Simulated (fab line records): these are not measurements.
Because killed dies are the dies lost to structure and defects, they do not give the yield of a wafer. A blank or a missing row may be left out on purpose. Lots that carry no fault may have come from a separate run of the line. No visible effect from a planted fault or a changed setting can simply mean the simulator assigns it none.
fab line records    flow nand_harc
record lots=5  wafers=15  last_day=24
route steps=1159 shown P_M1@313 P_M2@318 END@1159
lots untouched by any fault: they come from a run of this same line in which no faults occurred
start_h: hours from the record's first day to the start of the lot's first wafer shown    wait_h: time in hours since the lot's previous step    " identical to the entry in the row above    L1.1+2: one row covering several wafers at once    - no value, or no start given    * or withheld: withheld    < > ~ a bound
route shown NAME@n: NAME is a module with steps in the file, n the number in the route of the first one    usual: mean and standard deviation over wafers with no fault    same: alike in all rows    chamber/n: place in a boat    sites: readings site by site    _std_site: how widely they spread, as a standard deviation    _edge_site: mean of outer sites minus mean of inner sites    radius_mm: how far each site lies from the wafer's centre    mask NAME#n: copy n    behind: tool/chamber where the wafer was last shaped    hold: reason for holding the lot/hours on hold/outcome of the hold    device: the n, p or np transistor that did not switch    end of line: the tests these same wafers got at the end of their route    for a step that has no rows: nothing shown but its recipe    killed: at the first sort, the dies lost to defects and structure; wafer yield is something else    map: a wafer's dies, marking killed ones x, the rest . and places with no die _
set.NAME: setting as actually run; set.NAME@STEP: the setting as run at that earlier step    model.NAME: the simulator's own value behind a step, which no gauge read
lots at some steps of the route; a table a step, a row a wafer
services: a tool's chamber out of use, with start hour (start_h, from the record's first day; less than 0 if before it), hours out, and reason
## steps
# step NHARC_P_M1_SRD_25
# step NHARC_P_M1_INSPECT_27
# usual raw_defect_count=332/110
lot.wafer  tool               chamber  start_h  wait_h  raw_defect_count
L405.1     defect_inspect-01  -        130.92   0.0     231
L405.5     "                  -        "        "       211
L405.6     "                  -        "        "       353
L410.1     defect_inspect-02  -        160.05   0.0     316
L410.5     "                  -        "        "       211
L410.6     "                  -        "        "       240
L421.1     defect_inspect-02  -        222.60   0.0     328
L421.3     "                  -        "        "       734
L421.6     "                  -        "        "       259
L423.1     defect_inspect-02  -        240.20   0.0     243
L423.5     "                  -        "        "       159
L423.6     "                  -        "        "       182
L425.1     defect_inspect-02  -        250.57   0.0     253
L425.4     "                  -        "        "       328
L425.6     "                  -        "        "       494
# step NHARC_P_M1_PRE_CLEAN_32
# recipe time_s=12  temp_c=370  rf_power_w=300  gas=NH3
# usual heater_power_w=665/50  rf_fwd_power_W=292.4/1
lot.wafer  tool      chamber  start_h  wait_h  heater_power_w  rf_fwd_power_W
L405.1     pecvd-03  0        131.00   0.1     689             293.2
L405.5     "         2        "        "       719             291.6
L405.6     "         0        "        "       693             292.0
L410.1     pecvd-03  0        160.13   0.1     585             291.7
L410.6     "         2        "        "       689             290.8
L410.5     "         1        "        "       624             292.8
L421.1     pecvd-03  2        223.09   0.5     590             293.7
L421.3     "         0        "        "       620             292.4
L421.6     "         2        "        "       602             293.5
L423.1     pecvd-03  2        240.28   0.1     675             292.9
L423.5     "         1        "        "       673             291.2
L423.6     "         0        "        "       680             291.9
L425.1     pecvd-04  1        250.65   0.1     751             291.5
L425.6     "         1        "        "       733             291.4
L425.4     "         0        "        "       728             290.8
# step NHARC_P_M1_DEP_33
# recipe target_thk_a=300  temp_c=370  target_thk_nm=30  pressure_torr=3  flow_sccm=200  rf_w=450  material=SiCN
# usual chamber_pressure_Torr=3.000/0.0066  heater_power_w=612/50  rf_fwd_power_W=449.0/1.3
lot.wafer  tool      chamber  start_h  wait_h  chamber_pressure_Torr  heater_power_w  rf_fwd_power_W
L405.1     pecvd-03  0        131.11   0.1     2.996                  639             448.0
L405.5     "         2        "        "       2.988                  623             447.1
L405.6     "         0        "        "       2.996                  615             449.0
L410.1     pecvd-03  0        160.24   0.1     3.007                  680             450.4
L410.6     "         2        "        "       3.003                  624             449.8
L410.5     "         1        "        "       2.996                  564             447.5
L421.1     pecvd-03  2        223.17   0.1     2.998                  642             449.9
L421.3     "         0        "        "       2.996                  643             449.9
L421.6     "         2        "        "       2.995                  638             448.9
L423.1     pecvd-03  2        240.39   0.1     3.001                  633             450.3
L423.5     "         1        "        "       2.992                  640             449.9
L423.6     "         0        "        "       2.993                  625             450.5
L425.1     pecvd-04  1        250.73   0.1     3.001                  587             448.2
L425.6     "         1        "        "       3.000                  591             447.0
L425.4     "         0        "        "       2.995                  640             450.6
# step NHARC_P_M2_DEP_00
# recipe target_thk_a=1825  target_thk_nm=182.5  temp_c=withheld  pressure_torr=5  flow_sccm=200  rf_w=600  material=SiOC
# step NHARC_P_M2_DEHYDRATE_01
# recipe temp_c=150  time_s=120
# step NHARC_P_M2_HMDS_02
# recipe time_s=30
# step NHARC_P_M2_COAT_34
# recipe temp_c=200  time_s=65
# step NHARC_P_M2_COAT_03
# recipe spin_rpm=1500  resist_thk_nm=90
# step NHARC_P_M2_SOFTBAKE_04
# recipe temp_c=105  time_s=55
# step NHARC_P_M2_EBR_05
# step NHARC_P_M2_EXPOSE_06
# recipe na=1.35  target_cd_nm=170  dose_mj=80.78  mask_id=P_M2
lot.wafer   tool             chamber  start_h  wait_h  mask
L405.1+5+6  arfi_scanner-03  0        132.18   -       P_M2#0
L410.1+5+6  arfi_scanner-03  0        161.28   -       P_M2#0
L421.1+3+6  arfi_scanner-03  0        224.25   -       P_M2#0
L423.1+5+6  arfi_scanner-01  0        241.52   -       P_M2#0
L425.1+4+6  arfi_scanner-01  0        251.86   -       P_M2#0
# step NHARC_P_M2_PEB_07
# recipe peb_temp_c=100  peb_time_s=65
# step NHARC_P_M2_DEVELOP_08
# recipe develop_time_s=35  dev_temp_c=23
# step NHARC_P_M2_CD_MEAS_09
# recipe target_cd_nm=170  landing_energy_ev=500
# usual cd_nm=170.1/0.61
lot.wafer  tool       chamber  start_h  wait_h  cd_nm
L405.1     cd_sem-02  0        132.32   -       170.7
L405.5     "          0        "        "       170.9
L405.6     "          0        "        "       170.7
L410.1     cd_sem-02  0        161.42   -       169.8
L410.5     "          0        "        "       169.6
L410.6     "          0        "        "       169.6
L421.1     cd_sem-02  0        224.39   -       169.9
L421.3     "          0        "        "       171.3
L421.6     "          0        "        "       171.1
L423.1     cd_sem-03  0        241.66   -       169.4
L423.5     "          0        "        "       169.9
L423.6     "          0        "        "       169.0
L425.1     cd_sem-03  0        252.01   -       170.2
L425.4     "          0        "        "       169.9
L425.6     "          0        "        "       169.7
# step NHARC_P_M2_OVL_MEAS_10
# recipe pitch_nm=340
# usual overlay_x_nm=0.0/0.85  overlay_y_nm=0.1/0.61
lot.wafer  tool        chamber  start_h  wait_h  overlay_x_nm  overlay_y_nm
L405.1     overlay-01  -        132.41   -       -0.5          0.5
L405.5     "           -        "        "       0.0           -0.6
L405.6     "           -        "        "       0.6           0.1
L410.1     overlay-02  -        161.51   -       1.0           0.3
L410.5     "           -        "        "       0.9           0.6
L410.6     "           -        "        "       1.0           -0.3
L421.1     overlay-02  -        224.48   -       -0.4          0.4
L421.3     "           -        "        "       -0.5          -0.5
L421.6     "           -        "        "       -0.1          0.0
L423.1     overlay-01  -        241.75   -       -0.3          -1.3
L423.5     "           -        "        "       -1.0          -0.7
L423.6     "           -        "        "       -0.5          -0.9
L425.1     overlay-01  -        252.09   -       -1.7          1.6
L425.4     "           -        "        "       -1.1          1.6
L425.6     "           -        "        "       -1.6          1.5
# step NHARC_P_M2_INSPECT_11
# usual raw_defect_count=4.2/2.2
lot.wafer  tool               chamber  start_h  wait_h  raw_defect_count
L405.1     defect_inspect-02  -        132.44   0.0     6
L405.5     "                  -        "        "       4
L405.6     "                  -        "        "       3
L410.1     defect_inspect-01  -        161.54   0.0     4
L410.5     "                  -        "        "       6
L410.6     "                  -        "        "       6
L421.1     defect_inspect-02  -        224.51   0.0     6
L421.3     "                  -        "        "       9
L421.6     "                  -        "        "       3
L423.1     defect_inspect-02  -        241.78   0.0     2
L423.5     "                  -        "        "       2
L423.6     "                  -        "        "       4
L425.1     defect_inspect-02  -        252.15   0.1     6
L425.4     "                  -        "        "       10
L425.6     "                  -        "        "       8
# step NHARC_P_M2_DESCUM_14
# recipe time_s=3  o2_flow_sccm=200  ar_flow_sccm=0  bias_power_w=0  chemistry=O2
# usual drypump_motor_current_A=5.6/0.52  mfc_ar_sccm=0.007/0.0085  oes_product_au=1.001/0.013  rf_vpp_V=57.9/0.91  showerhead_plenum_p_Torr=1.91/0.082  throttle_valve_pct=11.311/0.0091
lot.wafer  tool         chamber  start_h  wait_h  drypump_motor_current_A  mfc_ar_sccm  oes_product_au  rf_hours_counter_h  rf_vpp_V  showerhead_plenum_p_Torr  throttle_valve_pct  model.P_M2.cd_nm
L405.1     rie_diel-06  3        132.53   0.1     6.3                      0            0.997           2                   57.3      1.92                      11.315              170.8
L405.6     "            0        "        "       5.0                      0            0.988           -                   57.8      2.02                      11.313              170.1
L405.5     "            1        "        "       6.1                      0.021        1.003           -                   59.2      1.79                      11.323              171.1
L410.1     rie_diel-06  1        161.61   0.1     6.1                      0.021        1.010           3                   57.8      1.79                      11.300              169.5
L410.5     "            0        "        "       5.0                      0            0.992           -                   58.9      2.02                      11.305              168.8
L410.6     "            1        "        "       6.1                      0.021        1.011           -                   57.8      1.79                      11.310              168.6
L421.1     rie_diel-06  0        224.57   0.1     5.0                      0            1.009           6                   57.6      2.02                      11.314              169.3
L421.3     "            3        "        "       6.3                      0            0.996           6                   58.2      1.92                      11.312              171.1
L421.6     "            0        "        "       5.0                      0            1.011           -                   57.3      2.02                      11.314              170.8
L423.1     rie_diel-08  2        241.86   0.1     5.4                      0            0.999           21                  57.4      1.80                      11.309              169.7
L423.5     "            0        "        "       5.6                      0.011        0.990           -                   57.4      1.88                      11.308              170.1
L423.6     "            1        "        "       5.9                      0            0.994           -                   59.5      2.00                      11.315              169.5
L425.4     rie_diel-06  2        252.22   0.1     4.9                      0.012        1.007           0                   57.9      1.93                      11.303              170.6
L425.1     "            0        "        "       5.0                      0            0.999           0                   57.5      2.02                      11.323              170
L425.6     "            2        "        "       4.9                      0.012        1.007           -                   58.3      1.93                      11.316              170.3
# step NHARC_P_M2_ETCH_35
# recipe target_depth_a=400  overetch_a=120  time_s=43.94  ion_energy_ev=200  n2_flow_sccm=150  h2_flow_sccm=150  ar_flow_sccm=0  rf_w=400  bias_w=150  chemistry=N2/H2
# usual drypump_motor_current_A=5.6/0.53  mfc_ar_sccm=0.006/0.0081  oes_product_au=1.002/0.013  rf_fwd_power_W=393.8/2.1  rf_vpp_V=430.4/2.6  showerhead_plenum_p_Torr=2.04/0.087  throttle_valve_pct=14.173/0.0094
lot.wafer  tool         chamber  start_h  wait_h  drypump_motor_current_A  mfc_ar_sccm  oes_product_au  rf_fwd_power_W  rf_hours_counter_h  rf_vpp_V  showerhead_plenum_p_Torr  throttle_valve_pct
L405.1     rie_diel-06  1        132.60   0.1     6.1                      0.021        1.013           391.8           2                   426.3     1.90                      14.178
L405.5     "            3        "        "       6.2                      0            1.005           394.5           -                   433.6     2.05                      14.174
L405.6     "            0        "        "       5.0                      0            1.004           390.4           -                   434.5     2.15                      14.163
L410.1     rie_diel-06  2        161.71   0.1     4.9                      0.012        0.971           396.4           3                   430.7     2.06                      14.177
L410.6     "            3        "        "       6.3                      0            1.002           393.3           -                   429.7     2.05                      14.161
L410.5     "            0        "        "       5.0                      0            1.017           390.6           -                   434.9     2.15                      14.164
L421.1     rie_diel-06  0        224.66   0.1     5.0                      0            1.012           390.2           6                   431.4     2.15                      14.169
L421.3     "            3        "        "       6.3                      0            0.996           391.5           6                   431.6     2.04                      14.169
L421.6     "            0        "        "       5.0                      0            1.013           390.5           -                   432.8     2.15                      14.179
L423.1     rie_diel-08  3        241.93   0.1     6.0                      0.001        1.014           395.9           20                  428.8     1.99                      14.163
L423.6     "            3        "        "       6.0                      0.001        1.005           394.9           -                   429.3     1.99                      14.170
L423.5     "            0        "        "       5.6                      0.011        0.993           394.6           -                   430.9     2.01                      14.162
L425.1     rie_diel-06  2        252.29   0.1     4.9                      0.012        1.001           396.6           0                   430.7     2.06                      14.180
L425.4     "            3        "        "       6.3                      0            1.011           394.3           0                   430.4     2.04                      14.164
L425.6     "            2        "        "       5.0                      0.012        0.996           396.0           -                   432.3     2.06                      14.176
# step NHARC_P_M2_ETCH_15
# recipe target_depth_a=1825  time_s=91.2  c4f8_flow_sccm=withheld  ar_flow_sccm=400  rf_w=600  bias_w=300  chemistry=C4F8/Ar
# usual oes_product_au=0.947/0.024  rf_fwd_power_W=594.5/2.7  rf_vpp_V=440.8/2.7
lot.wafer  tool         chamber  start_h  wait_h  oes_product_au  rf_fwd_power_W  rf_hours_counter_h  rf_vpp_V  model.P_M2.cd_nm
L405.1     rie_diel-06  2        -        -       0.955           599.8           2                   441.5     170.2
L405.5     "            0        "        "       0.962           590.5           -                   444.3     170.5
L405.6     "            1        "        "       0.978           596.7           -                   436.6     170.3
L410.1     rie_diel-06  1        -        -       0.977           595.0           3                   436.7     169.6
L410.6     "            2        "        "       0.951           598.2           -                   441.0     168.1
L410.5     "            3        "        "       0.973           594.1           -                   440.8     169.1
L421.3     rie_diel-06  0        -        -       0.974           591.6           6                   444.5     170.8
L421.1     "            3        "        "       0.972           596.2           6                   441.8     169.4
L421.6     "            0        "        "       0.968           589.6           -                   444.3     171.2
L423.1     rie_diel-08  0        -        -       0.923           595.9           18                  440.1     169.2
L423.5     "            0        "        "       0.918           594.5           -                   440.3     170.1
L423.6     "            1        "        "       0.936           589.0           -                   443.7     168.9
L425.4     rie_diel-06  1        -        -       0.952           596.9           0                   438.5     170.6
L425.1     "            2        "        "       0.968           597.5           0                   440.2     169.6
L425.6     "            1        "        "       0.955           592.8           -                   436.2     169.9
# step NHARC_P_M2_CD_MEAS_16
# usual cd_nm=169.9/1
lot.wafer  tool       chamber  start_h  wait_h  cd_nm
L405.1     cd_sem-01  -        132.81   -       170.3
L405.5     "          -        "        "       170.6
L405.6     "          -        "        "       170.4
L410.1     cd_sem-02  -        161.91   -       170.0
L410.5     "          -        "        "       169.3
L410.6     "          -        "        "       168.0
L421.1     cd_sem-03  -        224.88   -       169.3
L421.3     "          -        "        "       171.2
L421.6     "          -        "        "       171.1
L423.1     cd_sem-02  -        242.19   -       169.3
L423.5     "          -        "        "       169.9
L423.6     "          -        "        "       168.6
L425.1     cd_sem-03  -        252.51   -       169.2
L425.4     "          -        "        "       170.7
L425.6     "          -        "        "       170.1
# step NHARC_END_SORT_01
# recipe temp_c=25
# usual defect_limited_yield=95.4/1.5  killed_at_array=27/9.9  killed_at_other=0.5/0.76  killed_at_periphery=3.4/2.2  killed_dies=31/10  killed_open=3.3/2  killed_short=2.0/1.5  sort_bin_2_pct=1.5/0.64  sort_bin_3_pct=0.21/0.2  sort_bin_4_pct=2.9/0.97  sort_n_pass=646/10  sort_rim_yield_pct=96.9/2  sort_yield_pct=95.4/1.5
# same gross_dies=677  sort_bin_5_pct[%]=0  sort_bin_6_pct[%]=0  sort_bin_7_pct[%]=0  sort_bin_8_pct[%]=0  sort_rim_n_gross=106.00
lot.wafer  tool       chamber  start_h  wait_h  defect_limited_yield[%]  killed_at_array  killed_at_other  killed_at_periphery  killed_dies  killed_open  killed_short  sort_bin_2_pct[%]  sort_bin_3_pct[%]  sort_bin_4_pct[%]  sort_n_pass  sort_rim_yield_pct[%]  sort_yield_pct[%]
L405.1     prober-02  0        453.87   2.5     94.4                     35               0                3                    38           7            0             2.2                0                  3.4                639          98.1                   94.4
L405.5     prober-02  0        457.07   3.7     94.4                     33               2                3                    38           2            2             1.8                0.74               3.1                639          99.1                   94.4
L405.6     prober-02  0        457.88   4.0     93.9                     38               1                2                    41           2            2             1.5                0.59               4.0                636          98.1                   93.9
L410.1     prober-02  0        475.38   2.5     96.3                     22               0                3                    25           1            1             0.9                0.15               2.7                652          99.1                   96.3
L410.5     prober-02  0        478.58   3.7     95.6                     27               0                3                    30           3            1             1.6                0                  2.8                647          97.2                   95.6
L410.6     prober-02  0        479.37   4.0     95.9                     26               0                2                    28           0            2             1.0                0.15               3.0                649          98.1                   95.9
L421.1     prober-01  0        541.47   2.5     95.1                     28               0                5                    33           3            0             1.5                0.30               3.1                644          98.1                   95.1
L421.3     prober-01  0        543.07   3.1     93.4                     39               1                5                    45           8            2             2.8                0.15               3.7                632          98.1                   93.4
L421.6     prober-01  0        545.47   4.0     96.0                     24               0                3                    27           2            1             1.0                0.15               2.8                650          96.2                   96.0
L423.1     prober-02  0        550.24   2.5     94.7                     29               2                5                    36           6            1             1.6                0.15               3.5                641          99.1                   94.7
L423.5     prober-02  0        553.45   3.7     94.1                     39               0                1                    40           2            1             2.1                0.44               3.4                637          93.4                   94.1
L423.6     prober-02  0        554.25   4.0     93.4                     39               0                6                    45           5            4             3.1                0.44               3.1                632          95.3                   93.4
L425.1     prober-01  0        565.73   2.5     96.8                     19               0                3                    22           3            1             1.2                0                  2.1                655          96.2                   96.8
L425.4     prober-01  0        568.11   3.4     94.5                     27               0                10                   37           2            4             1.6                0.15               3.7                640          95.3                   94.5
L425.6     prober-01  0        569.69   4.0     95.1                     25               0                8                    33           2            1             1.9                0                  3.0                644          93.4                   95.1
# killed by level:class
L405.1 A_CHANNEL_HOLE_D1:chamber_film_flake=14 A_STAIRCASE:chamber_film_flake=4 A_SLIT:chamber_film_flake=4 A_CONTACT:chamber_film_flake=4 A_ZERO_WELL:chamber_film_flake=3 P_GATE:geometric_particle:open=1 P_M0:geometric_particle:open=1 A_CHANNEL_HOLE_D1:geometric_particle:open=1
L405.5 A_SLIT:chamber_film_flake=16 A_CHANNEL_HOLE_D1:chamber_film_flake=10 P_CONTACT:geometric_particle:short=2 A_STAIRCASE:chamber_film_flake=2 THIN_TSV:chamber_film_flake=2 A_M0:geometric_particle:open=1 A_M1:geometric_particle:open=1 P_STI:chamber_film_flake=1
L405.6 A_CHANNEL_HOLE_D1:chamber_film_flake=13 A_SLIT:chamber_film_flake=11 A_SGD_CUT:chamber_film_flake=4 A_WL_FILL:chamber_film_flake=3 A_STAIRCASE:chamber_film_flake=2 A_CONTACT:chamber_film_flake=2 P_GATE:geometric_particle:open=1 A_CONTACT:geometric_particle:short=1
L410.1 A_CHANNEL_HOLE_D1:chamber_film_flake=14 A_SLIT:chamber_film_flake=4 P_CONTACT:geometric_particle:open=1 A_BLC:geometric_particle:short=1 P_ZERO_WELL:chamber_film_flake=1 P_STI:chamber_film_flake=1 A_STAIRCASE:chamber_film_flake=1 A_CONTACT:chamber_film_flake=1
L410.5 A_CHANNEL_HOLE_D1:chamber_film_flake=16 A_CONTACT:chamber_film_flake=3 A_CONTACT:geometric_particle:open=2 P_STI:chamber_film_flake=2 A_STAIRCASE:chamber_film_flake=2 A_SLIT:chamber_film_flake=2 P_M1:geometric_particle:open=1 A_ONON_D1:geometric_particle:short=1
L410.6 A_CHANNEL_HOLE_D1:chamber_film_flake=16 A_STAIRCASE:chamber_film_flake=3 A_SLIT:chamber_film_flake=2 A_BLC:chamber_film_flake=2 P_GATE:geometric_particle:short=1 A_SGD_CUT:geometric_particle:short=1 P_STI:chamber_film_flake=1 A_WL_FILL:chamber_film_flake=1
L421.1 A_CHANNEL_HOLE_D1:chamber_film_flake=24 P_ZERO_WELL:chamber_film_flake=3 P_CONTACT:geometric_particle:open=1 A_SGD_CUT:geometric_particle:open=1 A_CONTACT:geometric_particle:open=1 P_BONDPAD:chamber_film_flake=1 A_SGD_CUT:chamber_film_flake=1 A_CONTACT:chamber_film_flake=1
L421.3 A_CHANNEL_HOLE_D1:chamber_film_flake=23 P_ZERO_WELL:chamber_film_flake=4 A_CONTACT:chamber_film_flake=4 A_STAIRCASE:chamber_film_flake=3 A_WL_FILL:geometric_particle:open=2 A_CONTACT:geometric_particle:open=2 P_GATE:geometric_particle:open=1 A_ONON_D1:geometric_particle:open=1
L421.6 A_CHANNEL_HOLE_D1:chamber_film_flake=17 A_STAIRCASE:chamber_film_flake=3 P_BONDPAD:chamber_film_flake=2 P_STI:geometric_particle:short=1 A_SGD_CUT:geometric_particle:open=1 A_M0:geometric_particle:open=1 A_ZERO_WELL:chamber_film_flake=1 A_SLIT:chamber_film_flake=1
L423.1 A_CHANNEL_HOLE_D1:chamber_film_flake=20 A_CONTACT:chamber_film_flake=4 P_GATE:geometric_particle:open=2 P_CONTACT:geometric_particle:short=1 P_M0:geometric_particle:open=1 A_CONTACT:geometric_particle:open=1 A_M0:geometric_particle:open=1 P_CONTACT:chamber_film_flake=1
L423.5 A_CHANNEL_HOLE_D1:chamber_film_flake=20 A_CONTACT:chamber_film_flake=12 A_STAIRCASE:chamber_film_flake=2 A_WL_FILL:chamber_film_flake=2 P_STI:geometric_particle:open=1 A_BLC:geometric_particle:open=1 A_M0:geometric_particle:short=1 A_CHANNEL_FILL_D1:chamber_film_flake=1
L423.6 A_CHANNEL_HOLE_D1:chamber_film_flake=21 A_CONTACT:chamber_film_flake=8 P_STI:chamber_film_flake=3 A_WL_FILL:chamber_film_flake=3 P_CONTACT:geometric_particle:open=2 A_M0:geometric_particle:short=2 P_M0:geometric_particle:open=1 A_SGD_CUT:geometric_particle:short=1
L425.1 A_CHANNEL_HOLE_D1:chamber_film_flake=9 A_CONTACT:chamber_film_flake=4 A_CONTACT:geometric_particle:open=2 P_CONTACT:chamber_film_flake=2 A_SOURCE_PLATE:geometric_particle:open=1 A_WL_FILL:geometric_particle:short=1 P_M2:chamber_film_flake=1 A_ZERO_WELL:chamber_film_flake=1
L425.4 A_CHANNEL_HOLE_D1:chamber_film_flake=10 P_CONTACT:chamber_film_flake=6 A_CONTACT:chamber_film_flake=5 P_M2:chamber_film_flake=3 A_WL_FILL:geometric_particle:short=2 A_ZERO_WELL:chamber_film_flake=2 A_STAIRCASE:chamber_film_flake=2 P_CONTACT:geometric_particle:short=1
L425.6 A_CHANNEL_HOLE_D1:chamber_film_flake=12 P_CONTACT:chamber_film_flake=5 A_CONTACT:chamber_film_flake=4 P_M2:chamber_film_flake=3 A_STAIRCASE:chamber_film_flake=3 A_CHANNEL_FILL_D1:geometric_particle:open=1 A_WL_FILL:geometric_particle:short=1 A_CONTACT:geometric_particle:open=1
## services
tool             chamber  start_h  hours  kind
pecvd-03         -        111.34   13.0   pm
rie_diel-06      0        122.20   -      clean
rie_diel-06      1        122.20   -      clean
rie_diel-06      2        122.20   -      clean
rie_diel-06      3        122.20   -      clean
arfi_scanner-03  -        122.45   1.4    repair
rie_diel-08      -        124.80   9.0    pm
arfi_scanner-03  -        140.00   4.0    pm
arfi_scanner-01  -        144.35   1.7    repair
rie_diel-06      0        146.70   -      clean
rie_diel-06      1        146.70   -      clean
rie_diel-06      2        146.70   -      clean
rie_diel-06      3        146.70   -      clean
arfi_scanner-01  -        149.28   1.3    repair
pecvd-03         0        164.67   20.3   repair
rie_diel-06      0        171.20   -      clean
rie_diel-08      -        182.51   0.4    repair
pecvd-04         -        195.32   13.0   pm
arfi_scanner-01  -        196.99   4.0    pm
rie_diel-06      1        202.50   2.8    repair
arfi_scanner-01  -        210.56   1.2    repair
rie_diel-08      0        211.62   11.0   repair
rie_diel-06      3        235.07   2.0    repair
rie_diel-06      -        241.20   9.0    pm
## key
first_sign none at tools or gauges
model_effect step=NHARC_P_M2_DESCUM_14  value=P_M2.cd_nm  without=169.4  struck=171.1
model_effect step=NHARC_P_M2_ETCH_15  value=P_M2.cd_nm  without=169  struck=170.8
met_at NHARC_P_M2_EXPOSE_06
struck_wafers L421.3
onset_between 161.28 224.25
fault kind=process_parameter_drift  tool=arfi_scanner-03  chamber=-  onset_h=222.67  steps=NHARC_P_M2_EXPOSE_06  channel=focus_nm  offset=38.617  shape=step  end_h=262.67  scope=struck_wafers_only
